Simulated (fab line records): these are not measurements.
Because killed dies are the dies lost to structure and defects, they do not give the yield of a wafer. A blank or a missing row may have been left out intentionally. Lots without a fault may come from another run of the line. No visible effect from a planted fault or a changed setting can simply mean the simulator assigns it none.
fab line records ; flow n5_finfet
record lots=24; wafers=72; last_day=17
route steps=1938 shown BEOL_M2@909 BEOL_M3@945
lots that met no fault: taken from a fault-free run of the same line
start_h: hours from the record's opening day to when the first of the lot's shown wafers began ; wait_h: hours from the lot's prior step to this one ; " identical to the entry in the row above ; L1.1+2: one row covering several wafers at once ; - no value present, or no start provided ; * or withheld: withheld ; < > ~ a bound
route shown NAME@n: names a module that has steps shown in the file, with the first one's number in the route ; usual: mean and standard deviation over wafers with no fault ; same: alike in all rows ; chamber/n: place in a boat ; sites: each site's reading ; _std_site: the standard deviation of these ; _edge_site: the outer-site mean with the inner-site mean subtracted ; radius_mm: for every site, how far away it sits from the centre of the wafer ; mask NAME#n: copy n ; behind: the tool/chamber that last shaped the wafer ; hold: cause of the lot's hold/its duration in hours/its outcome ; device: whichever transistor did not switch (one of n, p or np) ; end of line: at the end of the route, the tests of the same wafers ; a step given without rows: its recipe and nothing more ; killed: the dies lost at the first sort to structure and to defects; this is not the yield of the wafer ; map: shows each die of a wafer: x if killed, . if not, _ if none is there
set.NAME: the setting as run; set.NAME@STEP: as run at that earlier step ; model.NAME: the simulator's own value behind a step, which no gauge read
a sample of lots followed through the steps of the route, with each step as a table and each wafer as a row
services: a tool's chamber out of use, with start hour (start_h, from the record's first day; less than 0 if before it), hours out, and reason
## steps
# step N5_BEOL_M2_ANNEAL_82
# recipe temp_c=400; time_s=240; ambient=vacuum
# usual heater_power_w=842/89
lot.wafer;tool;chamber;start_h;wait_h;heater_power_w
L074.2;pvd_sputter-01;-;136.60;0.0;804
L074.5;pvd_sputter-01;-;136.60;0.0;958
L074.6;pvd_sputter-01;-;136.60;0.0;990
L075.1;pvd_sputter-01;-;147.32;0.0;1023
L075.2;pvd_sputter-01;-;147.32;0.0;829
L075.4;pvd_sputter-01;-;147.32;0.0;964
L076.1;pvd_sputter-02;-;149.32;0.0;771
L076.2;pvd_sputter-02;-;149.32;0.0;964
L076.4;pvd_sputter-02;-;149.32;0.0;892
L077.1;pvd_sputter-02;-;154.52;0.0;873
L077.4;pvd_sputter-02;-;154.52;0.0;787
L077.6;pvd_sputter-02;-;154.52;0.0;960
L078.1;pvd_sputter-01;-;165.43;0.0;834
L078.3;pvd_sputter-01;-;165.43;0.0;950
L078.5;pvd_sputter-01;-;165.43;0.0;929
L079.3;pvd_sputter-01;-;170.62;0.0;822
L079.4;pvd_sputter-01;-;170.62;0.0;924
L079.6;pvd_sputter-01;-;170.62;0.0;824
L080.1;pvd_sputter-02;-;183.62;0.0;914
L080.2;pvd_sputter-02;-;183.62;0.0;773
L080.6;pvd_sputter-02;-;183.62;0.0;897
L081.3;pvd_sputter-03;-;186.39;0.0;782
L081.5;pvd_sputter-03;-;186.39;0.0;866
L081.6;pvd_sputter-03;-;186.39;0.0;784
L082.1;pvd_sputter-01;-;189.31;0.0;809
L082.3;pvd_sputter-01;-;189.31;0.0;1013
L082.6;pvd_sputter-01;-;189.31;0.0;972
L083.2;pvd_sputter-03;-;194.35;0.0;880
L083.5;pvd_sputter-03;-;194.35;0.0;716
L083.6;pvd_sputter-03;-;194.35;0.0;878
L084.1;pvd_sputter-03;-;205.87;0.0;720
L084.2;pvd_sputter-03;-;205.87;0.0;769
L084.5;pvd_sputter-03;-;205.87;0.0;811
L085.2;pvd_sputter-03;-;213.00;0.0;780
L085.4;pvd_sputter-03;-;213.00;0.0;881
L085.5;pvd_sputter-03;-;213.00;0.0;761
L086.1;pvd_sputter-02;-;218.71;0.0;898
L086.2;pvd_sputter-02;-;218.71;0.0;726
L086.6;pvd_sputter-02;-;218.71;0.0;954
L087.1;pvd_sputter-03;-;229.36;0.0;746
L087.3;pvd_sputter-03;-;229.36;0.0;882
L087.4;pvd_sputter-03;-;229.36;0.0;730
L088.1;pvd_sputter-02;-;232.97;0.0;890
L088.4;pvd_sputter-02;-;232.97;0.0;709
L088.5;pvd_sputter-02;-;232.97;0.0;904
L089.1;pvd_sputter-03;-;233.18;0.0;732
L089.2;pvd_sputter-03;-;233.18;0.0;780
L089.6;pvd_sputter-03;-;233.18;0.0;761
L090.1;pvd_sputter-01;-;236.33;0.0;960
L090.3;pvd_sputter-01;-;236.33;0.0;799
L090.6;pvd_sputter-01;-;236.33;0.0;818
L091.2;pvd_sputter-01;-;239.57;0.0;813
L091.4;pvd_sputter-01;-;239.57;0.0;1015
L091.5;pvd_sputter-01;-;239.57;0.0;812
L092.2;pvd_sputter-01;-;252.69;0.0;972
L092.4;pvd_sputter-01;-;252.69;0.0;810
L092.5;pvd_sputter-01;-;252.69;0.0;957
L093.1;pvd_sputter-02;-;255.67;0.0;913
L093.4;pvd_sputter-02;-;255.67;0.0;904
L093.6;pvd_sputter-02;-;255.67;0.0;934
L094.3;pvd_sputter-03;-;269.95;0.0;703
L094.5;pvd_sputter-03;-;269.95;0.0;769
L094.6;pvd_sputter-03;-;269.95;0.0;785
L095.3;pvd_sputter-01;-;269.96;0.0;994
L095.5;pvd_sputter-01;-;269.96;0.0;793
L095.6;pvd_sputter-01;-;269.96;0.0;947
L096.1;pvd_sputter-01;-;271.80;0.0;979
L096.4;pvd_sputter-01;-;271.80;0.0;820
L096.5;pvd_sputter-01;-;271.80;0.0;1016
L097.3;pvd_sputter-03;-;282.83;0.0;873
L097.4;pvd_sputter-03;-;282.83;0.0;789
L097.5;pvd_sputter-03;-;282.83;0.0;887
# step N5_BEOL_M2_SPUTTER_88
# recipe material=Cu; target_thk_a=45; temp_c=-20; chamber_pressure_pa=0.07; power_w=withheld; time_s=8.29
# usual throttle_valve_pct=30.3/1.1
lot.wafer;tool;chamber;start_h;wait_h;throttle_valve_pct
L074.2;pvd_sputter-01;-;136.96;0.1;30.8
L074.5;pvd_sputter-01;-;136.96;0.1;30.4
L074.6;pvd_sputter-01;-;136.96;0.1;30.7
L075.1;pvd_sputter-01;-;147.68;0.1;30.9
L075.2;pvd_sputter-01;-;147.68;0.1;32.9
L075.4;pvd_sputter-01;-;147.68;0.1;30.3
L076.1;pvd_sputter-02;-;149.68;0.1;29.2
L076.2;pvd_sputter-02;-;149.68;0.1;30.3
L076.4;pvd_sputter-02;-;149.68;0.1;30.0
L077.1;pvd_sputter-02;-;154.88;0.1;29.8
L077.4;pvd_sputter-02;-;154.88;0.1;29.0
L077.6;pvd_sputter-02;-;154.88;0.1;30.1
L078.1;pvd_sputter-01;-;165.79;0.1;33.0
L078.3;pvd_sputter-01;-;165.79;0.1;30.4
L078.5;pvd_sputter-01;-;165.79;0.1;30.4
L079.3;pvd_sputter-01;-;170.98;0.1;30.7
L079.4;pvd_sputter-01;-;170.98;0.1;30.3
L079.6;pvd_sputter-01;-;170.98;0.1;33.2
L080.1;pvd_sputter-02;-;183.98;0.1;30.3
L080.2;pvd_sputter-02;-;183.98;0.1;29.3
L080.6;pvd_sputter-02;-;183.98;0.1;30.1
L081.3;pvd_sputter-03;-;186.75;0.1;30.1
L081.5;pvd_sputter-03;-;186.75;0.1;29.0
L081.6;pvd_sputter-03;-;186.75;0.1;30.2
L082.1;pvd_sputter-01;-;189.67;0.1;30.8
L082.3;pvd_sputter-01;-;189.67;0.1;30.8
L082.6;pvd_sputter-01;-;189.67;0.1;30.6
L083.2;pvd_sputter-03;-;194.71;0.1;29.2
L083.5;pvd_sputter-03;-;194.71;0.1;29.9
L083.6;pvd_sputter-03;-;194.71;0.1;29.0
L084.1;pvd_sputter-03;-;206.23;0.1;30.1
L084.2;pvd_sputter-03;-;206.23;0.1;29.6
L084.5;pvd_sputter-03;-;206.23;0.1;30.5
L085.2;pvd_sputter-03;-;213.36;0.1;30.3
L085.4;pvd_sputter-03;-;213.36;0.1;29.2
L085.5;pvd_sputter-03;-;213.36;0.1;30.0
L086.1;pvd_sputter-02;-;219.07;0.1;30.2
L086.2;pvd_sputter-02;-;219.07;0.1;28.9
L086.6;pvd_sputter-02;-;219.07;0.1;30.2
L087.1;pvd_sputter-03;-;229.72;0.1;29.7
L087.3;pvd_sputter-03;-;229.72;0.1;28.9
L087.4;pvd_sputter-03;-;229.72;0.1;30.1
L088.1;pvd_sputter-02;-;233.33;0.1;30.0
L088.4;pvd_sputter-02;-;233.33;0.1;29.1
L088.5;pvd_sputter-02;-;233.33;0.1;30.0
L089.1;pvd_sputter-03;-;233.54;0.1;30.3
L089.2;pvd_sputter-03;-;233.54;0.1;30.3
L089.6;pvd_sputter-03;-;233.54;0.1;30.4
L090.1;pvd_sputter-01;-;236.69;0.1;30.1
L090.3;pvd_sputter-01;-;236.69;0.1;33.1
L090.6;pvd_sputter-01;-;236.69;0.1;32.7
L091.2;pvd_sputter-01;-;239.93;0.1;30.7
L091.4;pvd_sputter-01;-;239.93;0.1;30.6
L091.5;pvd_sputter-01;-;239.93;0.1;30.5
L092.2;pvd_sputter-01;-;253.05;0.1;30.3
L092.4;pvd_sputter-01;-;253.05;0.1;33.5
L092.5;pvd_sputter-01;-;253.05;0.1;30.6
L093.1;pvd_sputter-02;-;256.03;0.1;30.3
L093.4;pvd_sputter-02;-;256.03;0.1;30.2
L093.6;pvd_sputter-02;-;256.03;0.1;30.2
L094.3;pvd_sputter-03;-;270.31;0.1;30.4
L094.5;pvd_sputter-03;-;270.31;0.1;29.7
L094.6;pvd_sputter-03;-;270.31;0.1;30.3
L095.3;pvd_sputter-01;-;270.32;0.1;30.6
L095.5;pvd_sputter-01;-;270.32;0.1;30.6
L095.6;pvd_sputter-01;-;270.32;0.1;30.2
L096.1;pvd_sputter-01;-;272.16;0.1;30.7
L096.4;pvd_sputter-01;-;272.16;0.1;30.5
L096.5;pvd_sputter-01;-;272.16;0.1;30.8
L097.3;pvd_sputter-03;-;283.19;0.1;29.3
L097.4;pvd_sputter-03;-;283.19;0.1;30.4
L097.5;pvd_sputter-03;-;283.19;0.1;29.0
# step N5_BEOL_M2_SPUTTER_90
# recipe material=Cu; target_thk_a=45; temp_c=-20; chamber_pressure_pa=0.07; power_w=withheld; time_s=8.29
# usual throttle_valve_pct=30.3/1.1
lot.wafer;tool;chamber;start_h;wait_h;throttle_valve_pct
L074.2;pvd_sputter-01;-;137.18;0.1;30.5
L074.5;pvd_sputter-01;-;137.18;0.1;30.5
L074.6;pvd_sputter-01;-;137.18;0.1;30.8
L075.1;pvd_sputter-01;-;147.90;0.1;30.7
L075.2;pvd_sputter-01;-;147.90;0.1;33.1
L075.4;pvd_sputter-01;-;147.90;0.1;30.5
L076.1;pvd_sputter-02;-;149.90;0.1;28.9
L076.2;pvd_sputter-02;-;149.90;0.1;30.4
L076.4;pvd_sputter-02;-;149.90;0.1;30.2
L077.1;pvd_sputter-02;-;155.10;0.1;29.8
L077.4;pvd_sputter-02;-;155.10;0.1;29.4
L077.6;pvd_sputter-02;-;155.10;0.1;30.2
L078.1;pvd_sputter-01;-;166.01;0.1;33.2
L078.3;pvd_sputter-01;-;166.01;0.1;30.1
L078.5;pvd_sputter-01;-;166.01;0.1;30.3
L079.3;pvd_sputter-01;-;171.20;0.1;30.7
L079.4;pvd_sputter-01;-;171.20;0.1;30.1
L079.6;pvd_sputter-01;-;171.20;0.1;33.0
L080.1;pvd_sputter-02;-;184.20;0.1;30.2
L080.2;pvd_sputter-02;-;184.20;0.1;29.3
L080.6;pvd_sputter-02;-;184.20;0.1;29.7
L081.3;pvd_sputter-03;-;186.97;0.1;30.0
L081.5;pvd_sputter-03;-;186.97;0.1;29.1
L081.6;pvd_sputter-03;-;186.97;0.1;30.7
L082.1;pvd_sputter-01;-;189.89;0.1;30.8
L082.3;pvd_sputter-01;-;189.89;0.1;30.3
L082.6;pvd_sputter-01;-;189.89;0.1;31.1
L083.2;pvd_sputter-03;-;194.93;0.1;29.1
L083.5;pvd_sputter-03;-;194.93;0.1;30.4
L083.6;pvd_sputter-03;-;194.93;0.1;28.7
L084.1;pvd_sputter-03;-;206.45;0.1;30.3
L084.2;pvd_sputter-03;-;206.45;0.1;29.8
L084.5;pvd_sputter-03;-;206.45;0.1;30.3
L085.2;pvd_sputter-03;-;213.58;0.1;30.4
L085.4;pvd_sputter-03;-;213.58;0.1;28.9
L085.5;pvd_sputter-03;-;213.58;0.1;30.2
L086.1;pvd_sputter-02;-;219.29;0.1;30.1
L086.2;pvd_sputter-02;-;219.29;0.1;29.1
L086.6;pvd_sputter-02;-;219.29;0.1;30.5
L087.1;pvd_sputter-03;-;229.94;0.1;29.4
L087.3;pvd_sputter-03;-;229.94;0.1;29.1
L087.4;pvd_sputter-03;-;229.94;0.1;30.2
L088.1;pvd_sputter-02;-;233.55;0.1;29.7
L088.4;pvd_sputter-02;-;233.55;0.1;28.9
L088.5;pvd_sputter-02;-;233.55;0.1;30.0
L089.1;pvd_sputter-03;-;233.76;0.1;30.5
L089.2;pvd_sputter-03;-;233.76;0.1;30.5
L089.6;pvd_sputter-03;-;233.76;0.1;30.2
L090.1;pvd_sputter-01;-;236.91;0.1;30.1
L090.3;pvd_sputter-01;-;236.91;0.1;32.9
L090.6;pvd_sputter-01;-;236.91;0.1;33.0
L091.2;pvd_sputter-01;-;240.15;0.1;30.6
L091.4;pvd_sputter-01;-;240.15;0.1;30.7
L091.5;pvd_sputter-01;-;240.15;0.1;31.0
L092.2;pvd_sputter-01;-;253.27;0.1;30.5
L092.4;pvd_sputter-01;-;253.27;0.1;33.3
L092.5;pvd_sputter-01;-;253.27;0.1;30.5
L093.1;pvd_sputter-02;-;256.25;0.1;30.6
L093.4;pvd_sputter-02;-;256.25;0.1;30.0
L093.6;pvd_sputter-02;-;256.25;0.1;30.1
L094.3;pvd_sputter-03;-;270.53;0.1;30.2
L094.5;pvd_sputter-03;-;270.53;0.1;29.8
L094.6;pvd_sputter-03;-;270.53;0.1;30.2
L095.3;pvd_sputter-01;-;270.54;0.1;30.6
L095.5;pvd_sputter-01;-;270.54;0.1;30.5
L095.6;pvd_sputter-01;-;270.54;0.1;30.1
L096.1;pvd_sputter-01;-;272.38;0.1;30.4
L096.4;pvd_sputter-01;-;272.38;0.1;30.6
L096.5;pvd_sputter-01;-;272.38;0.1;30.6
L097.3;pvd_sputter-03;-;283.41;0.1;29.3
L097.4;pvd_sputter-03;-;283.41;0.1;30.1
L097.5;pvd_sputter-03;-;283.41;0.1;29.2
# step N5_BEOL_M2_CMP_52
# recipe stop_on=SiOC; t_overpolish_s=6.8; down_force_psi=1; platen_rpm=50; clearing_platen_down_force_psi=1.5; clearing_platen_rpm=50; post_cmp_clean=cu_alkaline; target_thk_nm=40; clearing_platen_pad_velocity_m_s=0.99484; pad_velocity_m_s=0.99484
# usual barrier_field_endpoint_s=24.5/0.71; motor_current_A=5.8/0.74; overpolish_run_s=6.799/0.0088; time_to_endpoint_s=61/3.9
lot.wafer;tool;chamber;start_h;wait_h;barrier_field_endpoint_s;motor_current_A;overpolish_run_s;time_to_endpoint_s
L074.2;cmp-01;2;139.64;0.3;24.1;5.7;6.799;65
L074.5;cmp-01;3;139.64;0.3;24.1;5.8;6.791;62
L074.6;cmp-01;0;139.64;0.3;24.4;5.0;6.801;62
L075.1;cmp-01;3;151.32;0.3;24.8;5.7;6.791;62
L075.2;cmp-01;0;151.32;0.3;25.4;5.3;6.793;64
L075.4;cmp-01;1;151.32;0.3;25.7;6.9;6.803;63
L076.1;cmp-03;3;152.80;0.3;24.4;4.8;6.805;62
L076.2;cmp-03;1;152.80;0.3;24.4;6.2;6.794;58
L076.4;cmp-03;2;152.80;0.3;24.9;6.0;6.813;63
L077.4;cmp-03;2;158.45;0.1;24.6;6.1;6.813;64
L077.1;cmp-03;3;158.45;0.1;25.3;4.7;6.797;67
L077.6;cmp-03;2;158.45;0.1;24.7;5.6;6.800;62
L078.3;cmp-04;3;168.58;0.2;23.1;5.7;6.805;59
L078.1;cmp-04;1;168.58;0.2;23.5;6.8;6.795;57
L078.5;cmp-04;2;168.58;0.2;23.6;7.4;6.807;57
L079.4;cmp-03;3;172.35;0.1;24.2;4.6;6.808;59
L079.3;cmp-03;0;172.35;0.1;23.1;5.2;6.799;56
L079.6;cmp-03;3;172.35;0.1;23.7;4.7;6.795;61
L080.2;cmp-03;0;185.47;0.2;24.2;5.8;6.782;59
L080.1;cmp-03;1;185.47;0.2;24.2;5.8;6.786;61
L080.6;cmp-03;3;185.47;0.2;24.7;4.7;6.805;60
L081.3;cmp-01;2;188.24;0.3;24.8;6.1;6.801;66
L081.6;cmp-01;3;188.24;0.3;24.5;5.4;6.784;67
L081.5;cmp-01;0;188.24;0.3;24.5;5.1;6.800;65
L082.3;cmp-03;2;191.08;0.2;23.7;6.4;6.795;58
L082.1;cmp-03;3;191.08;0.2;23.7;4.9;6.799;57
L082.6;cmp-03;1;191.08;0.2;24.2;5.9;6.808;57
L083.2;cmp-03;3;196.08;0.2;24.7;4.7;6.803;62
L083.5;cmp-03;3;196.08;0.2;25.1;4.8;6.806;59
L083.6;cmp-03;0;196.08;0.2;24.1;5.3;6.785;55
L084.2;cmp-01;2;207.87;0.4;25.9;6.0;6.804;68
L084.1;cmp-01;1;207.87;0.4;25.4;6.9;6.798;67
L084.5;cmp-01;2;207.87;0.4;25.0;6.1;6.795;68
L085.4;cmp-04;2;214.77;0.2;23.8;7.6;6.809;59
L085.2;cmp-04;0;214.77;0.2;23.8;5.2;6.820;62
L085.5;cmp-04;1;214.77;0.2;24.2;6.2;6.796;60
L086.1;cmp-01;1;220.60;0.4;25.2;6.8;6.795;65
L086.2;cmp-01;0;220.60;0.4;24.4;4.8;6.804;65
L086.6;cmp-01;1;220.60;0.4;25.1;6.6;6.787;63
L087.3;cmp-01;2;231.13;0.2;26.3;5.7;6.816;70
L087.4;cmp-01;3;231.13;0.2;26.1;5.8;6.808;65
L087.1;cmp-01;0;231.13;0.2;25.3;5.2;6.806;66
L088.1;cmp-03;2;234.70;0.3;24.7;6.3;6.794;58
L088.4;cmp-03;3;234.70;0.3;24.6;4.8;6.798;57
L088.5;cmp-03;3;234.70;0.3;24.9;4.7;6.785;59
L089.1;cmp-04;1;234.93;0.3;23.3;6.7;6.811;53
L089.2;cmp-04;3;234.93;0.3;24.4;5.7;6.788;62
L089.6;cmp-04;2;234.93;0.3;24.1;7.3;6.822;57
L090.1;cmp-04;2;238.45;0.4;24.4;7.4;6.798;59
L090.3;cmp-04;0;238.45;0.4;24.4;4.9;6.807;56
L090.6;cmp-04;2;238.45;0.4;24.0;7.5;6.806;56
L091.2;cmp-03;1;242.31;1.2;25.1;6.3;6.791;63
L091.4;cmp-03;3;242.31;1.2;24.4;4.5;6.801;63
L091.5;cmp-03;2;242.31;1.2;24.7;6.5;6.792;61
L092.2;cmp-04;0;254.42;0.2;23.5;5.0;6.799;59
L092.4;cmp-04;2;254.42;0.2;24.4;7.5;6.792;61
L092.5;cmp-04;1;254.42;0.2;24.7;6.3;6.805;58
L093.1;cmp-01;3;257.40;0.3;24.5;5.4;6.802;63
L093.4;cmp-01;1;257.40;0.3;24.8;6.6;6.805;64
L093.6;cmp-01;3;257.40;0.3;25.6;5.5;6.802;66
L094.3;cmp-01;1;271.68;0.2;24.8;6.5;6.797;62
L094.6;cmp-01;1;271.68;0.2;24.9;6.6;6.805;62
L094.5;cmp-01;2;271.68;0.2;25.4;6.0;6.818;66
L095.3;cmp-03;1;271.91;0.2;23.9;5.5;6.790;58
L095.6;cmp-03;3;271.91;0.2;25.1;4.9;6.805;63
L095.5;cmp-03;0;271.91;0.2;24.3;5.7;6.803;60
L096.1;cmp-04;0;273.57;0.3;24.1;5.0;6.795;55
L096.4;cmp-04;1;273.57;0.3;24.1;6.6;6.814;55
L096.5;cmp-04;3;273.57;0.3;24.6;5.6;6.797;61
L097.3;cmp-03;1;284.62;0.2;24.7;6.1;6.783;64
L097.4;cmp-03;2;284.62;0.2;25.3;6.0;6.788;64
L097.5;cmp-03;0;284.62;0.2;24.2;5.5;6.789;61
# step N5_BEOL_M2_THK_MEAS_53
# recipe thk_meas_gauge=xrf; reads=Cu_of_BEOL_M2_ECD_50
# usual M2_THK=40.2/1.5
lot.wafer;tool;chamber;start_h;wait_h;M2_THK[nm]
L074.2;film_metro-01;-;139.82;-;42.4
L074.5;film_metro-01;-;139.82;-;39.1
L074.6;film_metro-01;-;139.82;-;41.7
L075.1;film_metro-02;-;151.58;-;41.0
L075.2;film_metro-02;-;151.58;-;39.9
L075.4;film_metro-02;-;151.58;-;39.8
L076.1;film_metro-01;-;153.10;-;41.2
L076.2;film_metro-01;-;153.10;-;41.7
L076.4;film_metro-01;-;153.10;-;42.3
L077.1;film_metro-02;-;158.75;-;41.2
L077.4;film_metro-02;-;158.75;-;40.4
L077.6;film_metro-02;-;158.75;-;41.2
L078.1;film_metro-02;-;168.84;-;41.8
L078.3;film_metro-02;-;168.84;-;41.0
L078.5;film_metro-02;-;168.84;-;41.0
L079.3;film_metro-02;-;172.65;-;38.7
L079.4;film_metro-02;-;172.65;-;41.0
L079.6;film_metro-02;-;172.65;-;39.6
L080.1;film_metro-02;-;185.72;-;38.9
L080.2;film_metro-02;-;185.72;-;37.3
L080.6;film_metro-02;-;185.72;-;39.7
L081.3;film_metro-01;-;188.42;-;41.9
L081.5;film_metro-01;-;188.42;-;43.8
L081.6;film_metro-01;-;188.42;-;43.6
L082.1;film_metro-02;-;191.33;-;38.7
L082.3;film_metro-02;-;191.33;-;39.3
L082.6;film_metro-02;-;191.33;-;41.0
L083.2;film_metro-02;-;196.38;-;40.4
L083.5;film_metro-02;-;196.38;-;42.5
L083.6;film_metro-02;-;196.38;-;40.1
L084.1;film_metro-02;-;208.16;-;38.3
L084.2;film_metro-02;-;208.16;-;38.2
L084.5;film_metro-02;-;208.16;-;39.3
L085.2;film_metro-01;-;215.03;-;39.6
L085.4;film_metro-01;-;215.03;-;41.3
L085.5;film_metro-01;-;215.03;-;39.9
L086.1;film_metro-01;-;220.90;-;39.6
L086.2;film_metro-01;-;220.90;-;38.4
L086.6;film_metro-01;-;220.90;-;38.8
L087.1;film_metro-02;-;231.39;-;40.4
L087.3;film_metro-02;-;231.39;-;43.0
L087.4;film_metro-02;-;231.39;-;41.3
L088.1;film_metro-01;-;235.00;-;39.4
L088.4;film_metro-01;-;235.00;-;40.6
L088.5;film_metro-01;-;235.00;-;41.6
L089.1;film_metro-02;-;235.22;-;37.8
L089.2;film_metro-02;-;235.22;-;39.9
L089.6;film_metro-02;-;235.22;-;39.2
L090.1;film_metro-01;-;238.71;-;40.0
L090.3;film_metro-01;-;238.71;-;39.2
L090.6;film_metro-01;-;238.71;-;39.2
L091.2;film_metro-02;-;242.61;-;38.9
L091.4;film_metro-02;-;242.61;-;39.3
L091.5;film_metro-02;-;242.61;-;39.2
L092.2;film_metro-01;-;254.72;-;40.5
L092.4;film_metro-01;-;254.72;-;39.1
L092.5;film_metro-01;-;254.72;-;38.7
L093.1;film_metro-01;-;257.69;-;41.6
L093.4;film_metro-01;-;257.69;-;41.7
L093.6;film_metro-01;-;257.69;-;42.2
L094.3;film_metro-02;-;271.97;-;40.5
L094.5;film_metro-02;-;271.97;-;41.1
L094.6;film_metro-02;-;271.97;-;40.8
L095.3;film_metro-02;-;272.13;-;40.3
L095.5;film_metro-02;-;272.13;-;39.9
L095.6;film_metro-02;-;272.13;-;38.5
L096.1;film_metro-02;-;273.82;-;37.5
L096.4;film_metro-02;-;273.82;-;35.7
L096.5;film_metro-02;-;273.82;-;38.1
L097.3;film_metro-01;-;284.88;-;40.6
L097.4;film_metro-01;-;284.88;-;40.5
L097.5;film_metro-01;-;284.88;-;40.4
# step N5_BEOL_M3_OVL_MEAS_12
# recipe points_per_wafer=522
# usual M3_OVL=-0.7/0.67
lot.wafer;tool;chamber;start_h;wait_h;M3_OVL[nm]
L074.2;overlay-01;0;142.82;0.0;-1.0
L074.5;overlay-01;0;142.82;0.0;-0.4
L074.6;overlay-01;0;142.82;0.0;-0.2
L075.1;overlay-01;0;152.48;0.0;-0.6
L075.2;overlay-01;0;152.48;0.0;-0.8
L075.4;overlay-01;0;152.48;0.0;-1.0
L076.1;overlay-02;0;154.00;0.0;1.2
L076.2;overlay-02;0;154.00;0.0;-1.4
L076.4;overlay-02;0;154.00;0.0;-0.1
L077.1;overlay-02;0;160.86;0.0;-0.8
L077.4;overlay-02;0;160.86;0.0;-0.6
L077.6;overlay-02;0;160.86;0.0;-0.9
L078.1;overlay-02;0;169.92;0.0;-1.7
L078.3;overlay-02;0;169.92;0.0;-2.3
L078.5;overlay-02;0;169.92;0.0;-1.2
L079.3;overlay-01;0;176.13;0.0;-0.4
L079.4;overlay-01;0;176.13;0.0;-1.7
L079.6;overlay-01;0;176.13;0.0;-1.0
L080.1;overlay-02;0;186.91;0.0;-0.3
L080.2;overlay-02;0;186.91;0.0;-1.3
L080.6;overlay-02;0;186.91;0.0;0.0
L081.3;overlay-01;0;191.46;0.0;0.3
L081.5;overlay-01;0;191.46;0.0;-0.9
L081.6;overlay-01;0;191.46;0.0;-0.2
L082.1;overlay-02;0;193.07;0.0;-0.7
L082.3;overlay-02;0;193.07;0.0;0.0
L082.6;overlay-02;0;193.07;0.0;-0.1
L083.2;overlay-02;0;197.37;0.0;-1.6
L083.5;overlay-02;0;197.37;0.0;0.0
L083.6;overlay-02;0;197.37;0.0;-0.9
L084.1;overlay-02;0;209.86;0.0;-2.1
L084.2;overlay-02;0;209.86;0.0;-1.0
L084.5;overlay-02;0;209.86;0.0;-1.4
L085.2;overlay-01;0;216.77;0.0;-1.8
L085.4;overlay-01;0;216.77;0.0;-0.6
L085.5;overlay-01;0;216.77;0.0;-0.3
L086.1;overlay-02;0;222.17;0.0;-0.3
L086.2;overlay-02;0;222.17;0.0;-1.4
L086.6;overlay-02;0;222.17;0.0;-0.9
L087.1;overlay-01;0;233.16;0.1;-0.4
L087.3;overlay-01;0;233.16;0.1;0.4
L087.4;overlay-01;0;233.16;0.1;-1.4
L088.1;overlay-01;0;238.25;0.0;-1.3
L088.4;overlay-01;0;238.25;0.0;-0.2
L088.5;overlay-01;0;238.25;0.0;-1.2
L089.1;overlay-01;0;238.41;0.0;-2.1
L089.2;overlay-01;0;238.41;0.0;0.2
L089.6;overlay-01;0;238.41;0.0;-0.2
L090.1;overlay-02;0;240.88;0.0;0.1
L090.3;overlay-02;0;240.88;0.0;-0.5
L090.6;overlay-02;0;240.88;0.0;-1.4
L091.2;overlay-02;0;245.42;0.0;-0.7
L091.4;overlay-02;0;245.42;0.0;-0.7
L091.5;overlay-02;0;245.42;0.0;0.2
L092.2;overlay-02;0;255.86;0.0;-0.8
L092.4;overlay-02;0;255.86;0.0;-1.1
L092.5;overlay-02;0;255.86;0.0;-0.9
L093.1;overlay-02;0;258.64;0.0;-0.6
L093.4;overlay-02;0;258.64;0.0;-1.1
L093.6;overlay-02;0;258.64;0.0;-2.0
L094.3;overlay-02;0;273.60;0.0;-0.5
L094.5;overlay-02;0;273.60;0.0;-0.5
L094.6;overlay-02;0;273.60;0.0;-0.5
L095.3;overlay-01;0;273.75;0.0;0.5
L095.5;overlay-01;0;273.75;0.0;0.3
L095.6;overlay-01;0;273.75;0.0;0.8
L096.1;overlay-02;0;276.57;0.0;-1.4
L096.4;overlay-02;0;276.57;0.0;-0.8
L096.5;overlay-02;0;276.57;0.0;-1.0
L097.3;overlay-01;0;288.31;0.0;-0.8
L097.4;overlay-01;0;288.31;0.0;-0.7
L097.5;overlay-01;0;288.31;0.0;-1.1
## services
tool;chamber;start_h;hours;kind
cmp-01;-;131.97;4.0;pm
cmp-01;-;135.97;-;consumable_replace:conditioner
cmp-01;-;135.97;-;consumable_replace:pad
pvd_sputter-03;-;136.53;4.5;repair
cmp-03;-;154.68;3.6;repair
cmp-04;-;160.39;5.2;repair
cmp-04;-;186.80;5.9;pm
cmp-01;-;189.44;2.1;repair
cmp-03;-;198.60;4.6;pm
cmp-03;-;204.47;0.6;repair
cmp-03;-;218.22;5.1;pm
cmp-01;-;223.82;5.5;pm
cmp-03;-;224.05;0.2;repair
cmp-03;-;247.08;1.8;repair
cmp-04;-;263.94;6.4;repair
## key
fault none
